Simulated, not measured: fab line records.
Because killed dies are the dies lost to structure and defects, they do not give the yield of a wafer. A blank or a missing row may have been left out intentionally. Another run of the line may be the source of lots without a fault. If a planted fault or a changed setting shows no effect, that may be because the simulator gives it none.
Split-lot experiment + flow n5_finfet + 39 wafers read from 7 lots, route of 1938 steps

== ABOUT THE SPLIT ==
At N5_MOL_CONTACT_COAG_ALD_131 (deposits SiO2, target thk 5 nm, pulse time 1 s, co reactant pulse time 1 s), the setting ald_cycles was moved away from the recipe's 35 on 15 of the 39 wafers read, by -11.4% to +11.4%. All remaining wafers had this setting at the recipe value.

The reading comes from the split's own step.

== THE READING ==
SiO2_of_MOL_CONTACT_COAG_ALD_131.thk_nm (the simulator's own value, which no gauge read), in nm, at N5_MOL_CONTACT_COAG_ALD_131 (deposits SiO2, target thk 5 nm, pulse time 1 s, co reactant pulse time 1 s). The file does not state a usual value for it.

| wafer  | tool, chamber at the split | ald_cycles as run | against the recipe | SiO2_of_MOL_CONTACT_COAG_ALD_131.thk_nm, nm | against lot-mates on the recipe |
|--------|----------------------------|-------------------|--------------------|---------------------------------------------|---------------------------------|
| L078.1 | ald_sin-01, 0,1,3          | 38                | +8.6%              | 5.4                                         | +0.4                            |
| L078.3 | ald_sin-01, 0,1,3          | 38                | +8.6%              | 5.4                                         | +0.4                            |
| L078.4 | ald_sin-01, 0,1,3          | 38                | +8.6%              | 5.4                                         | +0.4                            |
| L078.2 | ald_sin-01, 2,1,2          | 35                | recipe             | 5                                           | -                               |
| L078.5 | ald_sin-01, 2,1,2          | 35                | recipe             | 5                                           | -                               |
| L078.6 | ald_sin-01, 2,1,2          | 35                | recipe             | 5                                           | -                               |
| L083.1 | ald_sin-01, 3,2,0,1,3,2    | 35                | recipe             | 5                                           | -                               |
| L083.2 | ald_sin-01, 3,2,0,1,3,2    | 35                | recipe             | 5                                           | -                               |
| L083.3 | ald_sin-01, 3,2,0,1,3,2    | 35                | recipe             | 5                                           | -                               |
| L083.4 | ald_sin-01, 3,2,0,1,3,2    | 35                | recipe             | 5                                           | -                               |
| L083.5 | ald_sin-01, 3,2,0,1,3,2    | 35                | recipe             | 5                                           | -                               |
| L083.6 | ald_sin-01, 3,2,0,1,3,2    | 35                | recipe             | 5                                           | -                               |
| L087.1 | ald_sin-02, 2,3,1          | 35                | recipe             | 5                                           | -                               |
| L087.3 | ald_sin-02, 2,3,1          | 35                | recipe             | 5                                           | -                               |
| L087.5 | ald_sin-02, 2,3,1          | 35                | recipe             | 5                                           | -                               |
| L087.2 | ald_sin-02, 1,3,2          | 39                | +11.4%             | 5.6                                         | +0.6                            |
| L087.4 | ald_sin-02, 1,3,2          | 39                | +11.4%             | 5.6                                         | +0.6                            |
| L087.6 | ald_sin-02, 1,3,2          | 39                | +11.4%             | 5.6                                         | +0.6                            |
| L089.1 | ald_sin-04, 0,3,0          | 35                | recipe             | 5                                           | -                               |
| L089.3 | ald_sin-04, 0,3,0          | 35                | recipe             | 5                                           | -                               |
| L089.5 | ald_sin-04, 0,3,0          | 35                | recipe             | 5                                           | -                               |
| L089.2 | ald_sin-04, 1,2,3          | 33                | -5.7%              | 4.8                                         | -0.2                            |
| L089.4 | ald_sin-04, 1,2,3          | 33                | -5.7%              | 4.8                                         | -0.2                            |
| L089.6 | ald_sin-04, 1,2,3          | 33                | -5.7%              | 4.8                                         | -0.2                            |
| L092.1 | ald_sin-01, 3,0,2          | 35                | recipe             | 5                                           | -                               |
| L092.3 | ald_sin-01, 3,0,2          | 35                | recipe             | 5                                           | -                               |
| L092.6 | ald_sin-01, 3,0,2          | 35                | recipe             | 5                                           | -                               |
| L092.2 | ald_sin-01, 2,1,1          | 39                | +11.4%             | 5.6                                         | +0.6                            |
| L092.4 | ald_sin-01, 2,1,1          | 39                | +11.4%             | 5.6                                         | +0.6                            |
| L092.5 | ald_sin-01, 2,1,1          | 39                | +11.4%             | 5.6                                         | +0.6                            |
| L094.1 | ald_sin-04, 0,2,1          | 35                | recipe             | 5                                           | -                               |
| L094.3 | ald_sin-04, 0,2,1          | 35                | recipe             | 5                                           | -                               |
| L094.6 | ald_sin-04, 0,2,1          | 35                | recipe             | 5                                           | -                               |
| L097.1 | ald_sin-01, 0,1,2          | 35                | recipe             | 5                                           | -                               |
| L097.3 | ald_sin-01, 0,1,2          | 35                | recipe             | 5                                           | -                               |
| L097.4 | ald_sin-01, 0,1,2          | 35                | recipe             | 5                                           | -                               |
| L097.2 | ald_sin-01, 3,3,2          | 31                | -11.4%             | 4.4                                         | -0.6                            |
| L097.5 | ald_sin-01, 3,3,2          | 31                | -11.4%             | 4.4                                         | -0.6                            |
| L097.6 | ald_sin-01, 3,3,2          | 31                | -11.4%             | 4.4                                         | -0.6                            |
If several chambers appear in one row, that row covers several wafers at once and the file leaves open which wafer was in which chamber.

FIT RESULTS
A straight line over all 39 wafers: SiO2_of_MOL_CONTACT_COAG_ALD_131.thk_nm changes by +0.0503 nm for each +1% of ald_cycles; r = +1.00; the points scatter about the line by 0.028 nm.
The same after taking each lot's own level away (the mean of its wafers on the recipe; 39 wafers): +0.0503 nm for each +1%; r = +1.00; scatter 0.028 nm.
According to that fit, moving ald_cycles by its largest amount changes the reading by 0.57 nm.
The lots' own levels span 5.00 to 5.00 nm.
Hence the lot-to-lot level has little effect on the slope; both slopes agree.
Check: for one of the wafers moved furthest among these (+11.4%), held out of the fit, the line's prediction against its lot-mates is +0.579 nm. It came out at +0.6 nm against them.

== ADDITIONAL SPLITS CARRIED BY THESE WAFERS ==
These wafers also went through other splits before the reading. Each is held against what the fit with the lots' levels taken away leaves over:
| other split on the same wafers  | wafers away from the commonest value | r with SiO2_of_MOL_CONTACT_COAG_ALD_131.thk_nm (lot level and that fit taken away) |
|---------------------------------|--------------------------------------|------------------------------------------------------------------------------------|
| N5_FIN_SAQP_HM_DEP_03 time_s    | 12                                   | -0.11                                                                              |
| N5_FIN_CUT_ETCH_21 bias_w       | 12                                   | -0.20                                                                              |
| N5_DUMMY_GATE_EXPOSE_12 dose_mj | 12                                   | -0.49                                                                              |
| N5_DUMMY_GATE_ETCH_32 time_s    | 15                                   | -0.09                                                                              |

== FILE'S OWN FIT ==
SiO2_of_MOL_CONTACT_COAG_ALD_131.thk_nm changes by +0.0505 nm for each +1% of ald_cycles, r = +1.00.
